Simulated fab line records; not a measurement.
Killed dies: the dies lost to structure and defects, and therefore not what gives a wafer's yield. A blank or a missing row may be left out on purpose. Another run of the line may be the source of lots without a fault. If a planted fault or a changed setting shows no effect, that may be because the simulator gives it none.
A struck lot beside a sound one -- flow n5-finfet -- 15 out of 1938 route steps
Sound: these wafers, L554.1, L554.2, L554.4. Struck: wafers L564.4, L564.5 (left out: L564.6, a lot-mate that was not struck); the cause follows at the end.
Each step with rows lists, per side, the tool, then ch with its chambers, then its first start. Under that, the readings that differ: sound wafers -- struck wafers -- difference of the means -- sigmas: that difference in standard deviations of wafers without a fault.
alike: words and numbers the same on both sides, and readings whose means are apart by under 2 such deviations; not compared: readings that were withheld, readings missing a value for some wafer, numbers with overlapping values and no deviation given by the record, and bounds like >300 which may hide the same value.
The two part at a step that has a row with sigmas, a row that says differs or no value, or rows on one side only. Numbers that don't overlap but have no deviation are shown without sigmas and don't part them. Lack of a reading on every wafer of one side parts them only where that side has two or more wafers.

first, 4 steps without rows for these wafers: N5_SD_EPI_P_SOFTBAKE_04 (time 60 s); N5_SD_EPI_P_EXPOSE_06 (exposes mask SD P BLK, target cd 240 nm); N5_SD_EPI_P_PEB_07 (peb time 60 s); N5_SD_EPI_P_DEVELOP_08 (develop time 30 s).
N5_SD_EPI_P_CD_MEAS_09: the cd target is 240 nm.
  sound on cd-sem-01 ch 0, day 5 00:29; struck on cd-sem-03 ch 0, day 7 12:05
  alike: cd-nm
N5_SD_EPI_P_OVL_MEAS_10:
  sound on overlay-02 ch 0, day 5 00:31; struck on overlay-02 ch 0, day 7 12:07
  alike: SD_P_BLK_OVL
N5_SD_EPI_P_INSPECT_11: inspects for defects (macro).
  sound on defect-inspect-01 at day 5 00:32; struck on defect-inspect-01 at day 7 12:08
  alike: raw-defect-count
N5_SD_EPI_P_DESCUM_14: chemistry O2, time 7.9 s.
  sound on rie-diel-01 ch 0,1,3, day 5 00:34; struck on rie-diel-03 ch 1,3, day 7 12:10
  alike: drypump-motor-current-A, oes-product-au, rf-vpp-V, showerhead-plenum-p-Torr, throttle-valve-pct
  not compared: rf-hours-counter-h
N5_SD_EPI_P_ETCH_36: etches SiARC in CF4, target depth 45.5 nm, time 75.8 s.
  sound on rie-diel-01 ch 0,1,3, day 5 00:37; struck on rie-diel-03 ch 1,3, day 7 12:12
  alike: drypump-motor-current-A, etch-rf-on-time-s, oes-product-au, rf-vpp-V, showerhead-plenum-p-Torr, throttle-valve-pct
  not compared: rf-hours-counter-h
N5_SD_EPI_P_ETCH_37: etches SOC in N2/H2, overetch 108 nm, time 486 s.
  sound on rie-diel-01 ch 0,1,3, day 5 00:40; struck on rie-diel-03 ch 1,3, day 7 12:16
  alike: drypump-motor-current-A, oes-product-au, rf-vpp-V, showerhead-plenum-p-Torr, throttle-valve-pct
  not compared: rf-hours-counter-h
then, 1 step without rows for these wafers: N5_SD_EPI_P_STRIP_38 (strips in N2/H2).
N5_SD_EPI_P_ETCHBACK_46: etches SiNx in CH3F/O2, stops on SiO2, target depth 17.5 nm.
  sound on rie-diel-01 ch 0,1,3, day 5 00:59; struck on rie-diel-03 ch 1,3, day 7 12:35
  alike: drypump-motor-current-A, oes_o_777_au, oes-product-au, rf-vpp-V, showerhead-plenum-p-Torr, throttle-valve-pct
  not compared: rf-hours-counter-h
N5_SD_EPI_P_ETCH_47: etches SiOCN in CH3F/O2, target depth 25 nm.
  sound on rie-diel-01 ch 0,1,3, day 5 01:05; struck on rie-diel-03 ch 1,3, day 7 12:41
reading,sound,struck,difference,sigmas
oes-product-au (a.u.),0.90 0.94 0.82,0.94 1.21,+0.19,+2
model.etch.depth-nm (nm),25.4 25.32 25.78,36.02 37.76,+11.39,
  alike: drypump-motor-current-A, oes_o_777_au, rf-vpp-V, showerhead-plenum-p-Torr, throttle-valve-pct
  not compared: rf-hours-counter-h
N5_SD_EPI_P_ETCH_16: etches SiO2 in CHF3/O2, target depth 5 nm.
  sound on rie-diel-01 ch 0,1,3, day 5 01:11; struck on rie-diel-03 ch 1,3, day 7 12:47
  alike: drypump-motor-current-A, oes_o_777_au, oes-product-au, rf-vpp-V, showerhead-plenum-p-Torr, throttle-valve-pct
  not compared: rf-hours-counter-h
-- the record jumps here: 5 days lie between the struck wafers' starts before and after (it left off in module SD_EPI_P and takes up again in module BEOL_M4, whose first step shown is number 1111 of the route) --
N5_BEOL_M4_RC_MEAS_101:
  sound on prober-01 ch 0, day 9 22:14; struck on prober-02 ch 0, day 12 02:07
  alike: DIBL_N, DIBL_P, IOFF_N, IOFF_P, ION_N, ION_P, SS_N, SS_P, VT_N, VT_P

## WHERE THEY PART
Only at N5_SD_EPI_P_ETCH_47, as far as this record shows. Later steps at which nothing parts them and some readings are alike: N5_SD_EPI_P_ETCH_16, N5_BEOL_M4_RC_MEAS_101.

WHY: what the simulator had put in
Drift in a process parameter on rie-diel-03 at N5_SD_EPI_P_ETCH_47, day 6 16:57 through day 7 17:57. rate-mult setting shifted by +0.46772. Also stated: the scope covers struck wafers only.
